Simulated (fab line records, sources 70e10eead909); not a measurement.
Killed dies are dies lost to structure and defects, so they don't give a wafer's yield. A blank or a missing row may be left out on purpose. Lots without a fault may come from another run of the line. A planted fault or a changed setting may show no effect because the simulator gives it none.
Problem report in the 8D (eight disciplines) form, filled by code | flow nand_harc | the parts of the form that need people (team, actions taken, sign-off) are left out

1. THE PROBLEM
heater_power_total_W at NHARC_P_M0_SOFTBAKE_04 reads a mean of 182.51 W on 6 wafers of 2 lots; wafers without a fault read 188.44 W with a standard deviation of 0.12. That is -49 standard deviations from the usual mean.
The step: time 55 s.
First seen on wafer L436.2, day 12 05:00, on litho_track-01. The record holds 33 wafers of 11 lots with a number at this step. Rule for "out", or "out of limits": more than 4 standard deviations from the usual mean. The other wafers with a number count as sound.

2. WHAT IT IS AND WHAT IT IS NOT
question                    | is                     | is not
which readings at this step | heater_power_total_W   | -
which lots                  | L436, L438             | L422, L427, L428, L430, L432, L434, L443, L444, L445
which wafers of those lots  | all that have a number | -
read on which tools         | litho_track-01         | litho_track-04, litho_track-06
when                        | from day 12 05:00      | up to then (18 sound wafers); but 9 sound wafers of L443, L444, L445 came after

3. SUSPECTS, AND WHAT RULES EACH OUT
Counting: a tool at a process step up to the reading stays a suspect if it ran every lot that is out and no sound lot after the first of them.
- rie_diel-12 at NHARC_P_CONTACT_DESCUM_17 (chemistry O2, time 3 s): ruled out as a lasting fault. Sound lots L443 ran on it after its first lot that is out, L436 (day 12 01:33).
- rie_diel-12 at NHARC_P_CONTACT_ETCH_35 (etches the open film in CF4, target depth 39 nm, time 65 s): ruled out as a lasting fault. Sound lots L443 ran on it after its first lot that is out, L436 (day 12 01:38).
- litho_track-01 at NHARC_P_M0_SOFTBAKE_04 (time 55 s): kept. It ran every lot that is out, first L436 (day 12 05:00), and no sound lot after that; its last sound lot up to then is L434 (day 11 05:00). Its own readings are out on those wafers: heater_power_total_W.
Left after counting: litho_track-01 at NHARC_P_M0_SOFTBAKE_04.

4. THE CAUSE (what the simulator had put in)
Process parameter drift: litho_track-01, from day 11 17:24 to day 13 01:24, at NHARC_P_M0_SOFTBAKE_04. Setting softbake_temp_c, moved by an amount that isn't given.
Counting left only this tool.

5. THE CHAIN OF EFFECTS, in route order
Each row: a reading whose mean over the struck wafers that have a number lies more than 3 standard deviations from the usual. Only readings for which the record gives a usual standard deviation are gone through. hours: the time from each lot's start at the first step in this table that gives one to its start at this step, as a median over the lots. sigmas: the change in usual standard deviations.
hours | step                   | reading              | usual    | on struck wafers | change | sigmas
0     | NHARC_P_M0_SOFTBAKE_04 | heater_power_total_W | 188.44 W | 182.51           | -5.93  | -49
The process steps in it:
- NHARC_P_M0_SOFTBAKE_04: time 55 s.
Later measuring or inspecting steps at which every struck wafer that the step has a row for has a number for every such reading, and none has moved that far: NHARC_END_SORT_01.

6. WHAT WOULD HAVE CAUGHT IT SOONER
In this record the first reading out of limits was taken at day 12 05:00, 12 hours after the fault began at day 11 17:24.
